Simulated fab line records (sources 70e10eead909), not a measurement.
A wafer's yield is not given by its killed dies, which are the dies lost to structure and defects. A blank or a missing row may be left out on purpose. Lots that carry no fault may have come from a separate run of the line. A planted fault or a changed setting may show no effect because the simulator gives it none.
Matching of chambers ; flow nandHarc ; 4 sister chambers for NHARC_P_GATE_ALD_36 on aldSin-01
The step deposits SiNx, target thk 20 nm, pulse time 60 s, ald cycles 223. 8 wafers are shown with their chamber, then 10 later ones without.

== WAFERS, EACH WITH ITS CHAMBER ==
wafer;chamber;heaterPowerW (W);precursorPulseHeightRel
L082.5;0;679;0.971
L083.3;0;687;0.953
L083.2;3;994;0.995
L085.6;1;815;0.976
L089.1;1;797;1.018
L089.6;2;959;1.019
L091.3;2;970;0.975
L091.1;3;966;0.971

== WAFERS MISSING THEIR CHAMBER ==
wafer;heaterPowerW (W);precursorPulseHeightRel
L091.4;719;1.018
L095.2;737;0.986
L095.4;808;1.003
L095.1;953;1.030
L097.2;971;0.997
L097.3;976;0.953
L097.4;733;1.011
L097.1;805;1.002
L097.5;975;0.972
L097.6;965;1.011

== THE CHAMBER EACH PASSED THROUGH ==
wafer;from the rows above;in truth
L091.4;0;0
L095.2;can't be placed: 0 or 1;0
L095.4;1;1
L095.1;can't be placed: 2 or 3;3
L097.2;can't be placed: 2 or 3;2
L097.3;can't be placed: 3 or 2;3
L097.4;can't be placed: 0 or 1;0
L097.1;1;1
L097.5;can't be placed: 3 or 2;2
L097.6;can't be placed: 2 or 3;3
Correct placement for 3 of the 10. Can't be placed from these rows: 7 (the true chamber is among the candidates in 7). Placed wrongly: 0.
How it was worked out, from the rows above alone: a wafer's distance from a chamber is the root of the sum, over the readings, of the square of ((its reading less the chamber's mean) divided by the reading's scatter). If the next closest chamber is less than 2 further off than the closest, the wafer can't be placed; otherwise it belongs to the closest. A chamber's mean is the mean of its shown wafers. The scatter: take each reading less its chamber's mean, square it, sum over the shown wafers, divide by the number of wafers less the number of chambers, and take the root.
